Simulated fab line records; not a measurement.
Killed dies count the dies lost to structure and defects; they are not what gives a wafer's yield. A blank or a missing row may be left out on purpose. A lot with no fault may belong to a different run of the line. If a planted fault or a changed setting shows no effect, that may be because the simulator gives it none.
Which tool did it? -- flow n5-finfet -- 9 lots, 26 wafers sampled, at 6 steps of a route of 1938

WHAT THE GAUGES SHOWED, per wafer
N5_SD_EPI_P_OVL_MEAS_10. Usual: SD_P_BLK_OVL typically reads -0.1 nm, with standard deviation 0.72.
lot,measured,on,SD_P_BLK_OVL (nm),flag
L844,day 3 04:56,overlay-01,-1.8 -0.2 0.3,
L849,day 4 13:36,overlay-02,-0.9 -1.0 0.3,
L850,day 4 17:59,overlay-01,0.1 0.9 -0.2,
L851,day 4 21:58,overlay-02,0.2 -0.1 0.2,
L854,day 5 16:11,overlay-02,-0.7 0.1 -1.9,
L856,day 6 09:05,overlay-02,-0.6 0.2 0.1,
L865,day 8 13:07,overlay-01,-0.6 -0.8 -1.8,
L866,day 9 00:37,overlay-01,-0.4 -0.6,
L867,day 9 05:44,overlay-01,0.8 0.9 1.1,

N5_SD_ACTIVATION_RS_MEAS_03: measures by four-point-probe. Usual: RS_SD_N 21.80 ohm/sq, standard deviation 0.28; RS_SD_P 55.9 ohm/sq, standard deviation 0.94.
lot,measured,on,RS_SD_N (ohm/sq),RS_SD_P (ohm/sq),flag
L844,day 3 09:10,film-metro-02,21.71 21.77 21.53,54.1 54.1 53.3,
L849,day 4 17:49,film-metro-02,22.06 21.94 21.78,57.3 57.5 56.9,
L850,day 4 22:13,film-metro-02,21.93 21.42 21.52,55.8 54.2 55.9,
L851,day 5 02:41,film-metro-01,21.68 21.77 22.01,56.4 54.9 55.8,
L854,day 5 20:42,film-metro-01,21.65 21.27 21.15,52.7 53.2 51.9,OFF
L856,day 6 17:12,film-metro-01,21.88 21.85 21.64,52.6 52.6 53.2,OFF
L865,day 8 19:39,film-metro-02,21.60 21.80 21.71,57.2 56.9 56.2,
L866,day 9 05:40,film-metro-02,21.69 21.74,55.3 56.1,
L867,day 9 10:23,film-metro-02,21.79 22.13 22.20,56.4 57.4 55.9,

N5_BEOL_M4_RC_MEAS_101. Usual: DIBL_N 35.7 mV/V, standard deviation 1.5; DIBL_P 35.7 mV/V, standard deviation 2; IOFF_N 0.155 nA/um, standard deviation 0.026; IOFF_P 0.20 nA/um, standard deviation 0.031; ION_N 675 uA/um, standard deviation 11; ION_P 462 uA/um, standard deviation 7.1; RS_SD_P 65.7 ohm/sq, standard deviation 1; SS_N 71.3 mV/dec, standard deviation 0.57; SS_P 73.1 mV/dec, standard deviation 0.56; VT_N 250 mV, standard deviation 3; VT_P -251 mV, standard deviation 3.
lot,measured,on,DIBL_N (mV/V),DIBL_P (mV/V),IOFF_N (nA/um),IOFF_P (nA/um),ION_N (uA/um),ION_P (uA/um),RS_SD_P (ohm/sq),SS_N (mV/dec),SS_P (mV/dec),VT_N (mV),VT_P (mV),flag
L844,day 8 07:52,prober-02,36.7 37.2 35.3,36.3 36.8 34.4,0.153 0.171 0.142,0.21 0.23 0.18,667 673 666,459 459 461,62.7 63.9 63.0,71.6 71.7 71.2,72.7 73.6 72.6,251 250 252,-252 -249 -251,
L849,day 9 06:25,prober-01,32.8 30.9 34.8,32.8 30.8 34.6,0.124 0.101 0.152,0.17 0.14 0.19,669 638 676,460 444 460,66.8 67.0 67.1,71.5 69.9 71.7,72.4 71.8 72.7,251 256 247,-251 -255 -252,
L850,day 10 00:43,prober-01,36.2 37.4 35.3,37.5 38.2 36.8,0.178 0.200 0.169,0.24 0.24 0.22,685 684 686,470 469 475,66.1 64.9 65.0,71.6 71.5 70.8,72.9 73.6 72.9,246 245 247,-247 -246 -250,
L851,day 10 01:29,prober-01,34.3 31.8 32.5,34.2 31.0 31.7,0.123 0.089 0.099,0.16 0.13 0.13,676 667 658,456 460 453,66.4 65.0 65.7,71.0 70.7 70.8,73.0 72.3 71.9,253 259 257,-253 -258 -258,
L854,day 10 16:27,prober-01,34.5 37.3 37.2,35.2 38.1 37.7,0.134 0.171 0.164,0.17 0.21 0.20,678 684 682,465 464 463,61.8 62.7 61.7,71.0 72.0 71.2,72.7 74.3 74.1,251 247 250,-254 -252 -251,OFF
L856,day 11 12:53,prober-01,35.4 34.8 34.9,35.9 35.0 34.9,0.176 0.153 0.155,0.24 0.21 0.21,693 682 678,480 473 472,62.2 62.0 62.1,71.7 70.9 70.7,73.7 73.1 73.3,246 249 248,-247 -247 -249,OFF
L865,day 14 00:05,prober-02,31.0 36.2 37.6,29.9 35.2 38.5,0.093 0.162 0.201,0.14 0.20 0.26,657 678 679,459 460 464,65.9 64.8 66.5,69.6 71.8 71.5,71.6 73.4 73.3,255 248 249,-254 -250 -248,
L866,day 14 00:10,prober-01,36.4 37.0,38.0 39.4,0.163 0.172,0.20 0.22,666 676,459 464,63.9 65.5,71.1 71.1,73.1 73.1,246 249,-252 -251,
L867,day 14 08:04,prober-02,36.7 37.4 35.5,38.3 38.4 37.9,0.173 0.189 0.159,0.21 0.22 0.21,680 674 683,466 461 462,65.6 67.0 65.6,72.6 71.5 72.3,73.2 73.3 72.8,247 246 249,-251 -251 -250,

WHICH TOOL RAN EACH LOT (tool, then ch and the chambers of the sampled wafers, then the start)
lot,N5_SD_EPI_N_SD_RECESS_17,N5_SD_EPI_P_ETCH_37,N5_SD_EPI_P_EPI_21
L844,"rie-si-01 ch 1,3, day 3 01:04","rie-diel-04 ch 0,2, day 3 05:06","epi-rpcvd-01 ch 0, day 3 06:22"
L849,"rie-si-04 ch 0,1,3, day 4 09:54","rie-diel-04 ch 0,2, day 4 13:45","epi-rpcvd-01 ch 0, day 4 15:01"
L850,"rie-si-01 ch 0,2,3, day 4 14:08","rie-diel-04 ch 0,1,2, day 4 18:08","epi-rpcvd-04 ch 0, day 4 19:46"
L851,"rie-si-01 ch 1,2,3, day 4 18:17","rie-diel-02 ch 0,2, day 4 22:36","epi-rpcvd-01 ch 0, day 4 23:52"
L854,"rie-si-06 ch 0,1, day 5 12:37","rie-diel-05 ch 0,1,3, day 5 16:19","epi-rpcvd-01 ch 0, day 5 17:56"
L856,"rie-si-01 ch 0,1,3, day 6 05:24","rie-diel-02 ch 0,1,3, day 6 09:14","epi-rpcvd-01 ch 0, day 6 10:29"
L865,"rie-si-06 ch 0,3, day 8 09:25","rie-diel-05 ch 0,2, day 8 13:16","epi-rpcvd-04 ch 0, day 8 14:53"
L866,"rie-si-04 ch 1,2, day 8 20:42","rie-diel-02 ch 2,3, day 9 01:33","epi-rpcvd-02 ch 0, day 9 04:13"
L867,"rie-si-01 ch 1,2,3, day 9 01:19","rie-diel-02 ch 0,2,3, day 9 05:58","epi-rpcvd-02 ch 0, day 9 07:27"
- N5_SD_EPI_N_SD_RECESS_17: chemistry HBr/Cl2/O2, target depth 41 nm, time 23.7 s, bt time 3 s.
- N5_SD_EPI_P_ETCH_37: etches SOC in N2/H2, overetch 108 nm, time 486 s.
- N5_SD_EPI_P_EPI_21: deposits SiGe:B, time 355 s.

WHAT THE TOOLS THEMSELVES READ (means of the sampled wafers that have a number; where no wafer has one, the mark that the record gives instead)
N5_SD_EPI_N_SD_RECESS_17. Usual: drypump-motor-current-A 5.8 A, standard deviation 0.46; oes-product-au 0.998 a.u., standard deviation 0.015; throttle-valve-pct 37.09 %, standard deviation 0.24.
lot,tool,drypump-motor-current-A (A),oes-product-au (a.u.),throttle-valve-pct (%),flag
L844,rie-si-01,5.8,1.013,37.12,
L849,rie-si-04,6.0,0.996,37.26,
L850,rie-si-01,5.9,0.992,37.09,
L851,rie-si-01,5.9,0.998,37.01,
L854,rie-si-06,6.2,0.980,36.86,
L856,rie-si-01,5.8,1.000,37.20,
L865,rie-si-06,5.9,0.982,36.92,
L866,rie-si-04,6.0,0.996,36.95,
L867,rie-si-01,5.9,0.996,37.02,

N5_SD_EPI_P_ETCH_37. Usual: drypump-motor-current-A 5.6 A, standard deviation 0.41; oes-product-au 0.71 a.u., standard deviation 0.083; rf-vpp-V 241.0 V, standard deviation 1.1; showerhead-plenum-p-Torr 2.57 Torr, standard deviation 0.066; throttle-valve-pct 23.8 %, standard deviation 0.35.
lot,tool,drypump-motor-current-A (A),oes-product-au (a.u.),rf-vpp-V (V),showerhead-plenum-p-Torr (Torr),throttle-valve-pct (%),flag
L844,rie-diel-04,6.1,0.77,240.9,2.57,23.7,
L849,rie-diel-04,6.1,0.75,240.5,2.57,23.7,
L850,rie-diel-04,5.9,0.71,240.9,2.54,23.9,
L851,rie-diel-02,5.5,0.68,240.7,2.50,23.5,
L854,rie-diel-05,5.8,0.74,241.7,2.55,23.6,
L856,rie-diel-02,5.1,0.64,241.0,2.56,24.0,
L865,rie-diel-05,5.7,0.76,241.1,2.61,23.8,
L866,rie-diel-02,5.4,0.66,241.6,2.59,23.8,
L867,rie-diel-02,5.4,0.73,242.5,2.64,23.8,

THE ANSWER, worked out from the rows above alone
Rule: take the mean of a lot's wafers that have a number; if it is more than 3 standard deviations from the usual mean, the lot is off. Also off: a lot with no number at a reading for which 4 or more lots have one. The other lots that the step has rows for count as sound. First the gauges in route order, then the tools' own readings, where a lot's mean is used as printed above. The first step at which some lot is off is used, and at that step the reading that is off furthest; a lot without a number counts as furthest.
Off: at N5_SD_ACTIVATION_RS_MEAS_03 (RS_SD_P), L854, L856.
A tool fits if, at a process step before that reading, it ran every lot that is off, and no sound lot after the first of them. The gauges at N5_SD_ACTIVATION_RS_MEAS_03 aren't tried: what is off there is off at N5_BEOL_M4_RC_MEAS_101 too, on other tools, and a gauge's error can't cause that. One candidate fits, namely epi-rpcvd-01 at N5_SD_EPI_P_EPI_21. A fault onset in the window from L851 (day 4 23:52, its last sound lot) to L854 (day 5 17:56, its first lot off) fits.

WHAT WAS PUT IN BY THE SIMULATOR
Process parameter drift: epi-rpcvd-01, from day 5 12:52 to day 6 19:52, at N5_SD_EPI_P_EPI_21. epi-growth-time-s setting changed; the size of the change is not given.
Shown lots that were struck: L854, L856. Same finding as the rule above.
